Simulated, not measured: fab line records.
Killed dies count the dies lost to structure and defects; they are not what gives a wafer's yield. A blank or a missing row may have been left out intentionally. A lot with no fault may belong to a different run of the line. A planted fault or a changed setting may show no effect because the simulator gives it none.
Matching of chambers | flow nand harc | rie diel-03 running NHARC_A_CONTACT_ETCH_91: 4 sister chambers
The step etches the open film in CH3F/O2, target depth 40 nm, time 85.7 s. 39 wafers are shown with their chamber, then 12 later ones without.

## WAFERS WITH THEIR CHAMBER
wafer  | chamber | showerhead plenum p Torr (Torr) | drypump motor current A (A) | rf vpp V (V)
L075.1 | 2       | 2.30                            | 6.0                         | 240.7
L075.3 | 1       | 2.59                            | 6.4                         | 248.2
L075.6 | 2       | 2.30                            | 5.9                         | 242.3
L077.1 | 1       | 2.59                            | 6.4                         | 245.3
L077.5 | 1       | 2.59                            | 6.3                         | 245.8
L077.6 | 0       | 2.31                            | 5.7                         | 241.9
L076.2 | 1       | 2.59                            | 6.4                         | 245.0
L076.3 | 0       | 2.31                            | 5.7                         | 241.8
L076.4 | 3       | 2.58                            | 6.1                         | 246.2
L078.4 | 1       | 2.59                            | 6.3                         | 246.0
L078.5 | 1       | 2.59                            | 6.4                         | 246.9
L078.6 | 2       | 2.29                            | 5.9                         | 242.5
L079.2 | 0       | 2.31                            | 5.7                         | 241.9
L079.5 | 1       | 2.59                            | 6.3                         | 247.1
L079.6 | 2       | 2.29                            | 6.0                         | 242.1
L080.1 | 2       | 2.29                            | 6.0                         | 240.6
L080.4 | 3       | 2.58                            | 6.1                         | 245.4
L080.6 | 0       | 2.30                            | 5.7                         | 241.8
L081.1 | 2       | 2.29                            | 6.0                         | 240.6
L081.3 | 0       | 2.30                            | 5.7                         | 242.5
L081.6 | 2       | 2.29                            | 6.0                         | 243.1
L082.1 | 0       | 2.30                            | 5.7                         | 242.4
L082.2 | 1       | 2.59                            | 6.3                         | 245.4
L082.4 | 3       | 2.58                            | 6.2                         | 246.9
L083.1 | 2       | 2.29                            | 6.0                         | 241.6
L083.5 | 1       | 2.59                            | 6.4                         | 245.7
L083.6 | 0       | 2.30                            | 5.7                         | 243.3
L084.2 | 1       | 2.59                            | 6.3                         | 246.9
L084.3 | 0       | 2.30                            | 5.7                         | 241.0
L084.5 | 0       | 2.30                            | 5.7                         | 241.7
L085.2 | 0       | 2.30                            | 5.7                         | 242.1
L085.4 | 2       | 2.29                            | 6.0                         | 242.6
L085.5 | 0       | 2.30                            | 5.7                         | 242.4
L087.4 | 3       | 2.57                            | 6.2                         | 246.7
L087.5 | 1       | 2.58                            | 6.4                         | 244.5
L087.6 | 0       | 2.30                            | 5.7                         | 240.6
L091.1 | 3       | 2.57                            | 6.2                         | 245.5
L091.2 | 0       | 2.30                            | 5.7                         | 241.6
L091.5 | 1       | 2.58                            | 6.4                         | 246.6

SIGNATURES, as means of the wafers listed above
reading                  | chamber 0 | chamber 1 | chamber 2 | chamber 3 | scatter within a chamber
showerhead plenum p Torr | 2.3023    | 2.5883    | 2.2922    | 2.5760    | 0.00439
drypump motor current A  | 5.700     | 6.358     | 5.978     | 6.160     | 0.0403
rf vpp V                 | 241.923   | 246.117   | 241.789   | 246.140   | 0.874
Rule: a wafer's distance from a chamber is the root of the sum, over the readings, of the square of ((its reading less the chamber's mean) divided by the reading's scatter). If the next closest chamber is less than 2 further off than the closest, the wafer can't be placed; otherwise it belongs to the closest. The scatter is the square root of a quotient: the sum, over the shown wafers, of each reading's squared deviation from its chamber's mean, divided by wafers minus chambers.

## WAFERS MISSING THEIR CHAMBER
wafer  | showerhead plenum p Torr (Torr) | drypump motor current A (A) | rf vpp V (V)
L090.1 | 2.57                            | 6.2                         | 246.2
L090.3 | 2.30                            | 5.7                         | 242.2
L090.5 | 2.29                            | 6.0                         | 242.8
L094.1 | 2.28                            | 6.0                         | 242.8
L094.4 | 2.30                            | 5.7                         | 240.9
L094.6 | 2.57                            | 6.2                         | 247.0
L096.1 | 2.58                            | 6.3                         | 246.5
L096.3 | 2.57                            | 6.1                         | 244.7
L096.6 | 2.57                            | 6.1                         | 246.2
L097.1 | 2.28                            | 5.9                         | 244.0
L097.2 | 2.57                            | 6.2                         | 245.5
L097.4 | 2.58                            | 6.4                         | 246.5

## CHAMBER TAKEN BY EACH
wafer  | from the rows above     | in truth
L090.1 | 3                       | 3
L090.3 | 0                       | 0
L090.5 | 2                       | 2
L094.1 | 2                       | 2
L094.4 | 0                       | 0
L094.6 | 3                       | 3
L096.1 | can't be placed: 1 or 3 | 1
L096.3 | 3                       | 3
L096.6 | 3                       | 3
L097.1 | 2                       | 2
L097.2 | 3                       | 3
L097.4 | 1                       | 1
Correctly placed: 11 of 12. From these rows, 1 cannot be placed; in 1 the true chamber is one of the candidates. 0 placed wrongly.
